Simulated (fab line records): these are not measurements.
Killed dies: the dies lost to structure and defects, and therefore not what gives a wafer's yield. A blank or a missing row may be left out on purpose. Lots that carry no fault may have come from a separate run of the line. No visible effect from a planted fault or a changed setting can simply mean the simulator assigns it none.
Matching of chambers	flow n5 finfet	ald metal-04 running N5_BEOL_M9_ALD_74: 3 sister chambers
The step deposits TaN, target thk 2 nm, pulse time 2 s, purge time 3 s. 6 wafers are shown with their chamber, then 6 later ones without.

## EACH WAFER AND ITS CHAMBER
wafer	chamber	heater power w (W)	mfc carrier sccm (sccm)
L089.2	3	426	1504
L090.1	3	413	1500
L090.2	0	372	1496
L090.3	2	365	1504
L091.1	2	356	1499
L091.4	0	386	1502

## WAFERS MISSING THEIR CHAMBER
wafer	heater power w (W)	mfc carrier sccm (sccm)
L091.6	369	1504
L094.1	379	1500
L094.4	381	1496
L094.6	362	1505
L093.3	409	1511
L093.4	354	1494

## WHICH CHAMBER EACH ONE RAN IN
wafer	from the rows above	in truth
L091.6	can't be placed: 2 or 0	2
L094.1	can't be placed: 0 or 2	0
L094.4	can't be placed: 0 or 2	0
L094.6	can't be placed: 2 or 0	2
L093.3	3	3
L093.4	can't be placed: 2 or 0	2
Correctly placed: 1 of 6. Cannot be placed on the basis of these rows: 5; the candidates contain the true chamber in 5. Placed wrongly: 0.
How it was worked out, from the rows above alone: a wafer's distance from a chamber is the root of the sum, over the readings, of the square of ((its reading less the chamber's mean) divided by the reading's scatter). If the next closest chamber is less than 2 further off than the closest, the wafer can't be placed; otherwise it belongs to the closest. A chamber's mean is the mean of its shown wafers. The scatter: the root of (the sum of the squares of (reading less its chamber's mean) over the shown wafers, divided by (wafers less chambers)).
